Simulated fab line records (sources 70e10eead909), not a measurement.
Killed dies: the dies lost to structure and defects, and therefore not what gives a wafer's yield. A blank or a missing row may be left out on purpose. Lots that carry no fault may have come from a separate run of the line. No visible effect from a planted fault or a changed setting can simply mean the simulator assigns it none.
Which tool was responsible? / flow nand-harc / 21 wafers from 7 lots sampled at 2 of the route's 1302 steps

== WHAT THE GAUGES SHOWED, per wafer ==
NHARC_HYBRID_BOND_OVL_MEAS_05.
lot=L346; measured=day 24 06:35; on=overlay-02; overlay-x-nm (nm)=39 50 -16
lot=L348; measured=day 25 17:02; on=overlay-02; overlay-x-nm (nm)=11 66 33
lot=L350; measured=day 26 19:47; on=overlay-01; overlay-x-nm (nm)=-11 11 11
lot=L353; measured=day 26 19:47; on=overlay-02; overlay-x-nm (nm)=30 -63 -26
lot=L356; measured=day 28 22:43; on=overlay-02; overlay-x-nm (nm)=-31 -14 7
lot=L357; measured=day 28 22:43; on=overlay-01; overlay-x-nm (nm)=-51 25 -20
lot=L366; measured=day 32 22:19; on=overlay-02; overlay-x-nm (nm)=28 14 -41

== WHICH TOOL RAN EACH LOT (tool, then ch and the chambers of the sampled wafers, then the start) ==
lot=L346; NHARC_A_STAIRCASE_PRECLEAN_240=wet-bench-05 ch 0,5,7, day 17 00:14
lot=L348; NHARC_A_STAIRCASE_PRECLEAN_240=wet-bench-06 ch 0,1,2, day 18 07:19
lot=L350; NHARC_A_STAIRCASE_PRECLEAN_240=wet-bench-05 ch 0,1,7, day 18 18:47
lot=L353; NHARC_A_STAIRCASE_PRECLEAN_240=wet-bench-03 ch 0,1,2, day 19 14:02
lot=L356; NHARC_A_STAIRCASE_PRECLEAN_240=wet-bench-06 ch 2,4,6, day 20 18:19
lot=L357; NHARC_A_STAIRCASE_PRECLEAN_240=wet-bench-06 ch 0,2,6, day 21 12:52
lot=L366; NHARC_A_STAIRCASE_PRECLEAN_240=wet-bench-03 ch 2,5,7, day 24 19:53
- NHARC_A_STAIRCASE_PRECLEAN_240: cleans in SC1.

== THE ANSWER, worked out from the rows above alone ==
Rule: the usual values come from the lots themselves. The widest of any qualifying gaps counts: lots, ordered by their means at a reading, are off when they make up no more than a third of the lots, leave a main group of 4 or more, and stand apart from it by 3 or more times the standard deviation of that group's means. A main group whose means are all the same, to the digits that the tables above print for the reading, isn't used. A lot without any number at a reading at which 4 lots or more have one is off too. Where the step has rows for the other lots, those lots are counted as sound.
No lot is off on any of the readings shown, so nothing can be concluded from this.

== WHAT THE SIMULATOR HAD INSERTED ==
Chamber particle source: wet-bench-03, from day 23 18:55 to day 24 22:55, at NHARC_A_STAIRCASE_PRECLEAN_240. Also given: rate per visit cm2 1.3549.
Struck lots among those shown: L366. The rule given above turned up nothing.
